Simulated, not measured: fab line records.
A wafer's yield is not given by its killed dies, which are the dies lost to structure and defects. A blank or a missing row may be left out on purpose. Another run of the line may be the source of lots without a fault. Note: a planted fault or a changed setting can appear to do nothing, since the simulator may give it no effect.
Chamber matching ; flow n5-finfet ; N5_BEOL_M4_ALD_98 on ald-sin-04: 4 sister chambers
The step deposits SiO2, target thk 2.5 nm, pulse time 1 s, co reactant pulse time 1 s. 22 wafers are shown with their chamber, then 11 later ones without.

WAFERS PAIRED WITH THEIR CHAMBERS
wafer;chamber;heater-power-w (W);precursor-pulse-height-rel
L079.2;1;71;0.982
L079.3;3;83;0.991
L079.4;2;97;1.022
L081.1;0;74;1.023
L081.4;1;71;1.030
L081.6;3;82;0.959
L083.3;2;94;1.015
L083.4;1;73;1.013
L083.5;3;82;0.970
L082.2;1;72;0.996
L082.5;0;72;1.003
L082.6;1;74;0.994
L087.1;1;73;0.978
L087.2;0;73;1.017
L087.3;2;97;1.009
L087.4;3;81;0.990
L087.5;3;83;1.009
L087.6;2;95;1.024
L089.1;2;97;1.000
L089.2;0;73;0.978
L089.3;1;71;0.969
L089.4;3;82;1.003

SIGNATURES (means of the wafers above)
reading;chamber 0;chamber 1;chamber 2;chamber 3;scatter within a chamber
heater-power-w;73.00;72.14;96.00;82.17;1.1
precursor-pulse-height-rel;1.00525;0.99457;1.01400;0.98700;0.0184
Rule: a wafer's distance from a chamber is the root of the sum, over the readings, of the square of ((its reading less the chamber's mean) divided by the reading's scatter). The wafer belongs to the nearest chamber; if the next one is less than 2 further off, it can't be placed. The scatter is the square root of a quotient: the sum, over the shown wafers, of each reading's squared deviation from its chamber's mean, divided by wafers minus chambers.

WAFERS WITH NO CHAMBER GIVEN
wafer;heater-power-w (W);precursor-pulse-height-rel
L089.5;97;1.000
L089.6;70;0.985
L088.1;94;1.018
L088.2;84;1.022
L088.3;76;0.997
L090.2;76;1.043
L090.3;73;0.977
L090.6;76;1.019
L095.1;98;1.001
L095.3;75;0.959
L095.4;83;1.009

WHICH CHAMBER EACH ONE RAN IN
wafer;from the rows above;in truth
L089.5;2;2
L089.6;can't be placed: 1 or 0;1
L088.1;2;2
L088.2;3;3
L088.3;can't be placed: 0 or 1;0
L090.2;can't be placed: 0 or 1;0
L090.3;can't be placed: 1 or 0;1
L090.6;can't be placed: 0 or 1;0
L095.1;2;2
L095.3;can't be placed: 0 or 1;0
L095.4;3;3
Placed correctly: 5 of 11. Cannot be placed on the basis of these rows: 6; the candidates contain the true chamber in 6. Wrongly placed: 0.
